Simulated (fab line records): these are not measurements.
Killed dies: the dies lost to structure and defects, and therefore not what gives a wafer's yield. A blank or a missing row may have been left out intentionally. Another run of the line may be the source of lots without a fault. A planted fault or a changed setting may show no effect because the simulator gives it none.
Which tool was responsible? + flow nand harc + 45 wafers from 15 lots sampled at 4 of the route's 1159 steps

## WHAT THE GAUGES SHOWED, per wafer
Not one reading of a measure or inspect step in the record can be checked against a usual standard deviation.

## WHAT TOOL EACH LOT RAN ON (gives the tool, then ch and the chambers of the sampled wafers, and finally the start)
| lot  | NHARC_A_STAIRCASE_HM_OPEN_460                 | NHARC_A_STAIRCASE_ETCH_313         | NHARC_A_STAIRCASE_ALD_415        | NHARC_A_STAIRCASE_ETCHBACK_416 |
|------|-----------------------------------------------|------------------------------------|----------------------------------|--------------------------------|
| L523 | rie diel-12 ch 0,1, day 11 17:02 or earlier   | rie diel-12 ch 0,2, day 11 17:02   | ald hk-04 ch 1,3, day 11 19:50   | rie diel-08 ch 1,2,3, no start |
| L524 | rie diel-08 ch 1,3, day 12 04:01 or earlier   | rie diel-08 ch 1,2, day 12 04:01   | ald hk-02 ch 0,1,2, day 12 05:47 | rie diel-06 ch 0,1,3, no start |
| L525 | rie diel-12 ch 0,1,2, day 12 13:47 or earlier | rie diel-12 ch 0,1, day 12 13:47   | ald hk-02 ch 1,2, day 12 15:53   | rie diel-06 ch 0,1,3, no start |
| L527 | rie diel-08 ch 0,2, day 12 17:10 or earlier   | rie diel-12 ch 1,2,3, day 12 17:10 | ald hk-04 ch 1,2,3, day 12 19:53 | rie diel-06 ch 1,2,3, no start |
| L530 | rie diel-12 ch 0,1,3, day 13 07:11 or earlier | rie diel-08 ch 0,2, day 13 07:11   | ald hk-04 ch 0,1,3, day 13 10:19 | rie diel-12 ch 0,1, no start   |
| L529 | rie diel-12 ch 0,2, day 13 08:49 or earlier   | rie diel-06 ch 0,1,2, day 13 08:49 | ald hk-01 ch 0,1,3, day 13 11:23 | rie diel-06 ch 0,1,3, no start |
| L528 | rie diel-12 ch 0,1, day 13 10:19 or earlier   | rie diel-06 ch 0,3, day 13 10:19   | ald hk-04 ch 2,3, day 13 12:25   | rie diel-06 ch 0,2,3, no start |
| L537 | rie diel-06 ch 0,1, day 15 11:23 or earlier   | rie diel-08 ch 0,2,3, day 15 11:23 | ald hk-02 ch 1,3, day 15 13:15   | rie diel-06 ch 0,3, no start   |
| L538 | rie diel-12 ch 0,1,3, day 15 19:12 or earlier | rie diel-12 ch 0,1,2, day 15 19:12 | ald hk-04 ch 0,1,2, day 15 20:59 | rie diel-08 ch 0,1,3, no start |
| L539 | rie diel-12 ch 0,2,3, day 15 19:59 or earlier | rie diel-06 ch 0,2,3, day 15 19:59 | ald hk-02 ch 0,2, day 15 21:46   | rie diel-08 ch 0,1,3, no start |
| L542 | rie diel-08 ch 0,3, day 16 11:16 or earlier   | rie diel-12 ch 0,1,2, day 16 11:16 | ald hk-02 ch 0,1,2, day 16 13:37 | rie diel-08 ch 0,3, no start   |
| L541 | rie diel-08 ch 0,1,3, day 16 12:42 or earlier | rie diel-08 ch 0,2, day 16 12:42   | ald hk-01 ch 1,2,3, day 16 15:20 | rie diel-06 ch 1,2, no start   |
| L543 | rie diel-06 ch 0,1,3, day 16 15:55 or earlier | rie diel-06 ch 0,2,3, day 16 15:55 | ald hk-04 ch 1,2, day 16 17:40   | rie diel-06 ch 0,1,2, no start |
| L544 | rie diel-06 ch 2,3, day 16 19:25 or earlier   | rie diel-12 ch 1,2, day 16 19:25   | ald hk-02 ch 0,1,2, day 16 21:25 | rie diel-06 ch 1,2,3, no start |
| L546 | rie diel-08 ch 1,2,3, day 17 06:38 or earlier | rie diel-08 ch 0,2,3, day 17 06:38 | ald hk-02 ch 0,2,3, day 17 08:25 | rie diel-12 ch 0,1,3, no start |
- NHARC_A_STAIRCASE_HM_OPEN_460: chemistry O2/COS.
- NHARC_A_STAIRCASE_ETCH_313: etches the open film in CF4/CHF3.
- NHARC_A_STAIRCASE_ALD_415: deposits SiO2, target thk 30 nm, pulse time 6 s, ald cycles 300.
- NHARC_A_STAIRCASE_ETCHBACK_416: etches the open film in C4F8/O2/Ar, target depth 36 nm, time 7.2 s.

## AS READ BY THE TOOLS THEMSELVES (means over the sampled wafers that have a number; for cases with no such wafer, the mark the record gives instead)
NHARC_A_STAIRCASE_HM_OPEN_460. Usual: drypump motor current A 5.7 A, standard deviation 0.41; oes product au 1.001 a.u., standard deviation 0.0078; rf vpp V 466.6 V, standard deviation 2.9; showerhead plenum p Torr 3.10 Torr, standard deviation 0.13; throttle valve pct 28.330 %, standard deviation 0.009.
| lot  | tool        | drypump motor current A (A) | oes product au (a.u.) | rf vpp V (V) | showerhead plenum p Torr (Torr) | throttle valve pct (%) | flag |
|------|-------------|-----------------------------|-----------------------|--------------|---------------------------------|------------------------|------|
| L523 | rie diel-12 | 6.0                         | 1.003                 | 467.7        | 3.15                            | 28.343                 |      |
| L524 | rie diel-08 | 5.2                         | 0.999                 | 465.4        | 3.01                            | 28.330                 |      |
| L525 | rie diel-12 | 5.7                         | 1.008                 | 466.7        | 3.11                            | 28.326                 |      |
| L527 | rie diel-08 | 5.8                         | 1.002                 | 464.7        | 3.03                            | 28.327                 |      |
| L530 | rie diel-12 | 5.9                         | 1.011                 | 468.6        | 3.16                            | 28.337                 |      |
| L529 | rie diel-12 | 5.4                         | 1.000                 | 466.3        | 3.08                            | 28.322                 |      |
| L528 | rie diel-12 | 6.0                         | 1.004                 | 467.4        | 3.14                            | 28.337                 |      |
| L537 | rie diel-06 | 6.1                         | 1.002                 | 463.7        | 3.00                            | 28.332                 |      |
| L538 | rie diel-12 | 5.9                         | 0.999                 | 467.8        | 3.15                            | 28.335                 |      |
| L539 | rie diel-12 | 5.7                         | 1.006                 | 466.3        | 3.12                            | 28.326                 |      |
| L542 | rie diel-08 | 5.6                         | 0.996                 | 468.0        | 3.13                            | 28.324                 |      |
| L541 | rie diel-08 | 5.6                         | 1.000                 | 465.5        | 3.09                            | 28.334                 |      |
| L543 | rie diel-06 | 5.8                         | 0.992                 | 467.6        | 3.13                            | 28.333                 |      |
| L544 | rie diel-06 | 5.7                         | 1.003                 | 470.7        | 3.28                            | 28.337                 |      |
| L546 | rie diel-08 | 5.5                         | 1.005                 | 464.1        | 2.98                            | 28.326                 |      |

NHARC_A_STAIRCASE_ETCH_313. Usual: drypump motor current A 5.7 A, standard deviation 0.4; oes product au 0.935 a.u., standard deviation 0.019; rf vpp V 370.5 V, standard deviation 2.4; showerhead plenum p Torr 1.57 Torr, standard deviation 0.069; throttle valve pct 16.802 %, standard deviation 0.0087.
| lot  | tool        | drypump motor current A (A) | oes product au (a.u.) | rf vpp V (V) | showerhead plenum p Torr (Torr) | throttle valve pct (%) | flag |
|------|-------------|-----------------------------|-----------------------|--------------|---------------------------------|------------------------|------|
| L523 | rie diel-12 | 5.8                         | 0.929                 | 371.5        | 1.60                            | 16.812                 |      |
| L524 | rie diel-08 | 5.7                         | 0.925                 | 367.9        | 1.51                            | 16.801                 |      |
| L525 | rie diel-12 | 6.0                         | 0.923                 | 372.0        | 1.58                            | 16.800                 |      |
| L527 | rie diel-12 | 5.6                         | 0.948                 | 369.5        | 1.54                            | 16.800                 |      |
| L530 | rie diel-08 | 5.9                         | 0.968                 | 370.4        | 1.58                            | 16.797                 |      |
| L529 | rie diel-06 | 5.9                         | 0.957                 | 370.9        | 1.57                            | 16.801                 |      |
| L528 | rie diel-06 | 5.5                         | 0.950                 | 374.0        | 1.65                            | 16.802                 |      |
| L537 | rie diel-08 | 5.5                         | 0.950                 | 369.7        | 1.53                            | 16.799                 |      |
| L538 | rie diel-12 | 5.8                         | 0.925                 | 370.6        | 1.56                            | 16.810                 |      |
| L539 | rie diel-06 | 5.6                         | 0.924                 | 373.8        | 1.63                            | 16.804                 |      |
| L542 | rie diel-12 | 5.8                         | 0.929                 | 370.1        | 1.56                            | 16.809                 |      |
| L541 | rie diel-08 | 5.8                         | 0.924                 | 369.6        | 1.52                            | 16.801                 |      |
| L543 | rie diel-06 | 5.6                         | 0.927                 | 372.3        | 1.63                            | 16.801                 |      |
| L544 | rie diel-12 | 5.7                         | 0.977                 | 368.8        | 1.53                            | 16.800                 |      |
| L546 | rie diel-08 | 5.5                         | 0.931                 | 369.2        | 1.52                            | 16.806                 |      |

NHARC_A_STAIRCASE_ALD_415. Usual: heater power outer w 263 W, standard deviation 21; heater power w 467 W, standard deviation 29; precursor pulse height rel 0.998, standard deviation 0.018.
| lot  | tool      | heater power outer w (W) | heater power w (W) | precursor pulse height rel | flag |
|------|-----------|--------------------------|--------------------|----------------------------|------|
| L523 | ald hk-04 | 260                      | 470                | 1.014                      |      |
| L524 | ald hk-02 | 270                      | 465                | 1.001                      |      |
| L525 | ald hk-02 | 256                      | 440                | 0.992                      |      |
| L527 | ald hk-04 | -                        | -                  | -                          | OFF  |
| L530 | ald hk-04 | -                        | -                  | -                          | OFF  |
| L529 | ald hk-01 | -                        | -                  | -                          | OFF  |
| L528 | ald hk-04 | 276                      | 477                | 0.998                      |      |
| L537 | ald hk-02 | 243                      | 426                | 1.002                      |      |
| L538 | ald hk-04 | 271                      | 474                | 1.000                      |      |
| L539 | ald hk-02 | 280                      | 475                | 0.995                      |      |
| L542 | ald hk-02 | 257                      | 459                | 0.996                      |      |
| L541 | ald hk-01 | 252                      | 468                | 1.007                      |      |
| L543 | ald hk-04 | 256                      | 462                | 1.004                      |      |
| L544 | ald hk-02 | 264                      | 456                | 1.005                      |      |
| L546 | ald hk-02 | 271                      | 477                | 0.999                      |      |

NHARC_A_STAIRCASE_ETCHBACK_416. Usual: oes product au 0.94 a.u., standard deviation 0.033; rf vpp V 723 V, standard deviation 5.
| lot  | tool        | oes product au (a.u.) | rf vpp V (V) | flag |
|------|-------------|-----------------------|--------------|------|
| L523 | rie diel-08 | 0.94                  | 719          |      |
| L524 | rie diel-06 | 1.00                  | 724          |      |
| L525 | rie diel-06 | 0.92                  | 724          |      |
| L527 | rie diel-06 | 0.92                  | 725          |      |
| L530 | rie diel-12 | 0.92                  | 724          |      |
| L529 | rie diel-06 | 0.93                  | 723          |      |
| L528 | rie diel-06 | 0.92                  | 727          |      |
| L537 | rie diel-06 | 0.92                  | 727          |      |
| L538 | rie diel-08 | 1.01                  | 723          |      |
| L539 | rie diel-08 | 0.92                  | 723          |      |
| L542 | rie diel-08 | 0.92                  | 720          |      |
| L541 | rie diel-06 | 0.92                  | 724          |      |
| L543 | rie diel-06 | 0.93                  | 722          |      |
| L544 | rie diel-06 | 0.99                  | 725          |      |
| L546 | rie diel-12 | 1.01                  | 724          |      |

## THE ANSWER, worked out from the rows above alone
Rule: a lot is off if the mean of its wafers that have a number lies more than 3 standard deviations from the usual mean. Also off: a lot with no number at a reading for which 4 or more lots have one. All remaining lots with rows at the step are treated as sound. First the gauges in route order, then the tools' own readings, where a lot's mean is used as printed above. At the first step where some lot is off, the reading lying furthest off is the one used; lots without a number count as furthest.
Off at NHARC_A_STAIRCASE_ALD_415 (heater power outer w): L527, L530, L529. Without a number there: L527, L530, L529.
A tool fits if, at that step or a process step before it, it ran every lot that is off, and no sound lot after the first of them. NHARC_A_STAIRCASE_HM_OPEN_460: start missing for some lots; hours and lot order therefore follow NHARC_A_STAIRCASE_ETCH_313. None of those tried fits.

## WHAT THE SIMULATOR HAD PUT IN
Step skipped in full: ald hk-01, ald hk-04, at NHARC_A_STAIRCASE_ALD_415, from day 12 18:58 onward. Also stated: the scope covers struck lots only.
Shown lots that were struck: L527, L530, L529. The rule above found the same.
